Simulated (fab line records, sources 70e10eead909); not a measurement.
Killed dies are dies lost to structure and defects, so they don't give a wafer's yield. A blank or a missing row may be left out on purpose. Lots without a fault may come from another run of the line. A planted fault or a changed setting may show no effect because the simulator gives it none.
Chamber matching | flow nand_harc | NHARC_A_ZERO_WELL_ETCH_19 on rie_diel-08: 4 sister chambers
The step etches the open film in N2/H2, target depth 80 nm, overetch 24 nm, time 87.88 s. 8 wafers are shown with their chamber, then 12 later ones without.

WAFERS WITH THEIR CHAMBER
wafer  | chamber | drypump_motor_current_A (A) | rf_vpp_V (V)
L084.5 | 0       | 6.3                         | 428.2
L089.1 | 1       | 5.2                         | 427.4
L089.2 | 2       | 5.7                         | 429.8
L089.4 | 0       | 6.3                         | 427.4
L089.5 | 2       | 5.7                         | 428.5
L088.3 | 1       | 5.1                         | 427.8
L088.4 | 3       | 5.8                         | 433.0
L088.6 | 3       | 5.8                         | 435.1

WAFERS WITHOUT THEIR CHAMBER
wafer  | drypump_motor_current_A (A) | rf_vpp_V (V)
L092.1 | 5.2                         | 428.1
L092.2 | 5.8                         | 433.4
L092.6 | 5.6                         | 429.6
L093.2 | 5.2                         | 428.0
L093.3 | 5.8                         | 433.0
L093.4 | 6.3                         | 427.8
L093.1 | 5.7                         | 430.7
L093.5 | 5.2                         | 427.0
L093.6 | 6.3                         | 426.5
L094.1 | 6.3                         | 428.9
L094.4 | 5.7                         | 429.6
L094.6 | 6.3                         | 427.2

WHICH CHAMBER EACH WENT THROUGH
wafer  | from the rows above | in truth
L092.1 | 1                   | 1
L092.2 | 3                   | 3
L092.6 | 2                   | 2
L093.2 | 1                   | 1
L093.3 | 3                   | 3
L093.4 | 0                   | 0
L093.1 | 2                   | 2
L093.5 | 1                   | 1
L093.6 | 0                   | 0
L094.1 | 0                   | 0
L094.4 | 2                   | 2
L094.6 | 0                   | 0
Placed correctly: 12 of 12. Can't be placed from these rows: 0. Placed wrongly: 0.
How it was worked out, from the rows above alone: a wafer's distance from a chamber is the root of the sum, over the readings, of the square of ((its reading less the chamber's mean) divided by the reading's scatter). The wafer belongs to the nearest chamber; if the next one is less than 2 further off, it can't be placed. A chamber's mean is the mean of its shown wafers. The scatter: the root of (the sum of the squares of (reading less its chamber's mean) over the shown wafers, divided by (wafers less chambers)).
